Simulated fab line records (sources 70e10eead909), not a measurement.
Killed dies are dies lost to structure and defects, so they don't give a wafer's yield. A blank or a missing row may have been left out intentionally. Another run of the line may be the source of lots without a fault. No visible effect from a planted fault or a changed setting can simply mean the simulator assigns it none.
Code-filled problem report in 8D (eight disciplines) form :: flow nand-harc :: the parts of the form that need people (team, actions taken, sign-off) are left out

## 1. WHAT IS WRONG
raw-defect-count at NHARC_P_ZERO_WELL_INSPECT_43 reads a mean of 810 on 1 wafer of 1 lot; wafers without a fault read 14 with a standard deviation of 7.1. That is +99 or more standard deviations from the usual mean.
First observed at day 5 02:06: wafer L453.5, on defect-inspect-02. The record has a number at this step for 15 wafers belonging to 5 lots. The rule behind "out" and "out of limits": a value lying over 4 standard deviations away from the usual mean. The rest of the wafers with a number are treated as sound.

## 2. WHAT IT IS, AND WHAT IT ISN'T
question: which readings at this step
is: raw-defect-count
is not: -

question: which lots
is: L453
is not: L448, L449, L456, L466

question: which wafers of those lots
is: L453.5
is not: L453.2, L453.3

question: read on which gauges
is: defect-inspect-02
is not: defect-inspect-01

question: when
is: from day 5 02:06
is not: up to then (8 sound wafers); but 6 sound wafers of L456, L466 came after

## 3. SUSPECTS, AND WHAT RULES EACH OUT
Counting: if a tool at a process step up to the reading ran every lot that is out, it stays a suspect. Sound lots after the first of them don't rule it out here, since some wafers of a struck lot are sound.
- ruled out: the gauge at NHARC_P_ZERO_WELL_INSPECT_43. All the wafers that are out were read on defect-inspect-02, but those of them that NHARC_P_STI_INSPECT_11 has rows for are out there too, on other tools.
- rie-diel-11 at NHARC_P_ZERO_WELL_DESCUM_54 (chemistry O2, time 3 s): kept. L453, the lot that is out, went through it at day 5 00:20; up to then, the latest sound lot through it was L449 at day 3 08:19.
- wet-bench-09 at NHARC_P_ZERO_WELL_STRIP_56 (strips in SPM, time 840 s): kept. L453, the lot that is out, went through it at day 5 00:59; up to then, the latest sound lot through it was L449 at day 3 08:53.
- rtp-anneal-01 at NHARC_P_ZERO_WELL_RTA_42 (time 300 s): kept. L453, the lot that is out, went through it at day 5 01:32; up to then, the latest sound lot through it was L449 at day 3 09:18.
- wet-bench-09, NHARC_P_ZERO_WELL_STRIP_56: wafers that are out in chamber 1, sound lot-mates in chambers 3, 4.
rie-diel-11 at NHARC_P_ZERO_WELL_DESCUM_54, wet-bench-09 at NHARC_P_ZERO_WELL_STRIP_56 and rtp-anneal-01 at NHARC_P_ZERO_WELL_RTA_42 are what is left after counting.

## 4. THE CAUSE (what the simulator had put in)
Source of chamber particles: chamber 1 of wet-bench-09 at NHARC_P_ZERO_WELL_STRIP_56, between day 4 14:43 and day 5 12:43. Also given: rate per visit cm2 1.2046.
This tool is one of the 3 suspects left after counting.

## 5. THE CHAIN OF EFFECTS, in route order
Rows list readings where the struck wafers' mean (over those with a number) sits beyond 3 standard deviations from the usual. Only readings for which the record gives a usual standard deviation are gone through. hours: the time from each lot's start at the first step in this table that gives one to its start at this step, as a median over the lots. sigmas: the change in usual standard deviations.
hours: 0
step: NHARC_P_ZERO_WELL_INSPECT_43
reading: raw-defect-count
usual: 14
on struck wafers: 810
change: +796
sigmas: +99 or more

hours: 16
step: NHARC_P_STI_INSPECT_11
reading: raw-defect-count
usual: 5.9
on struck wafers: 803.0
change: +797.1
sigmas: +99 or more

hours: 541
step: NHARC_END_SORT_01
reading: killed-at-periphery
usual: 4
on struck wafers: 81
change: +77
sigmas: +25

hours: 541
step: NHARC_END_SORT_01
reading: killed-dies
usual: 61
on struck wafers: 139
change: +78
sigmas: +4.1
At these later measuring or inspecting steps, every struck wafer for which the step has a row has a number for every such reading, and none has moved that far: NHARC_P_STI_CD_MEAS_09, NHARC_P_STI_OVL_MEAS_10.

## 6. WHAT WOULD HAVE CAUGHT IT SOONER
Counted from the fault's start at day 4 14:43, it took 11 hours until the first out-of-limits reading at a measuring or inspecting step in this record, taken at day 5 02:06.
Of the tool readings at NHARC_P_ZERO_WELL_STRIP_56 for which the record gives a usual standard deviation, none was out on any struck wafer, so an alarm limit of 4 standard deviations on them would not have fired.
Each of the lots that are out, 1 in all, had begun NHARC_P_ZERO_WELL_STRIP_56 on wet-bench-09 no later than day 5 02:06. A hold on the tool at that time would have spared none of them.
